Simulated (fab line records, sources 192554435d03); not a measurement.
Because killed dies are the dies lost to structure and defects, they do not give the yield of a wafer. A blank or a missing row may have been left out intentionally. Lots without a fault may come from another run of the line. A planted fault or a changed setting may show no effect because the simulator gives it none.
Matching of chambers + flow n5Finfet + 4 sister chambers for N5_BEOL_M15_TRENCH_ETCH_34 on rieDiel-05
The step etches SiO2 in C4F8/O2/Ar, target depth 872.93 nm, time 199 s. 7 wafers are shown with their chamber, then 7 later ones without.

## WAFERS WITH THEIR CHAMBER
| wafer  | chamber | rfVppV (V) | throttleValvePct (%) |
|--------|---------|------------|----------------------|
| L078.6 | 3       | 2242       | 30.52                |
| L077.1 | 3       | 2243       | 30.51                |
| L077.5 | 0       | 2179       | 30.84                |
| L086.5 | 1       | 2281       | 31.00                |
| L086.6 | 2       | 2291       | 31.25                |
| L084.1 | 2       | 2292       | 31.25                |
| L084.2 | 0       | 2179       | 30.84                |

## WAFERS WITHOUT THEIR CHAMBER
| wafer  | rfVppV (V) | throttleValvePct (%) |
|--------|------------|----------------------|
| L084.3 | 2282       | 30.99                |
| L090.3 | 2281       | 31.03                |
| L090.5 | 2240       | 30.53                |
| L090.6 | 2280       | 31.01                |
| L095.2 | 2241       | 30.53                |
| L095.5 | 2241       | 30.53                |
| L095.6 | 2291       | 30.87                |

## WHICH CHAMBER EACH ONE RAN IN
| wafer  | from the rows above | in truth                   |
|--------|---------------------|----------------------------|
| L084.3 | 1                   | 1                          |
| L090.3 | 1                   | 1                          |
| L090.5 | 3                   | 3                          |
| L090.6 | 1                   | 1                          |
| L095.2 | 3                   | 3                          |
| L095.5 | 3                   | 3                          |
| L095.6 | 1                   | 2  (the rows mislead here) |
Placed correctly: 6 of 7. Not placeable from these rows: 0. Wrongly placed: 1.
How it was worked out, from the rows above alone: a wafer's distance from a chamber is the root of the sum, over the readings, of the square of ((its reading less the chamber's mean) divided by the reading's scatter). The wafer belongs to the nearest chamber; if the next one is less than 2 further off, it can't be placed. For every chamber, the mean is computed from those of its wafers that are shown. The scatter: take each reading less its chamber's mean, square it, sum over the shown wafers, divide by the number of wafers less the number of chambers, and take the root.
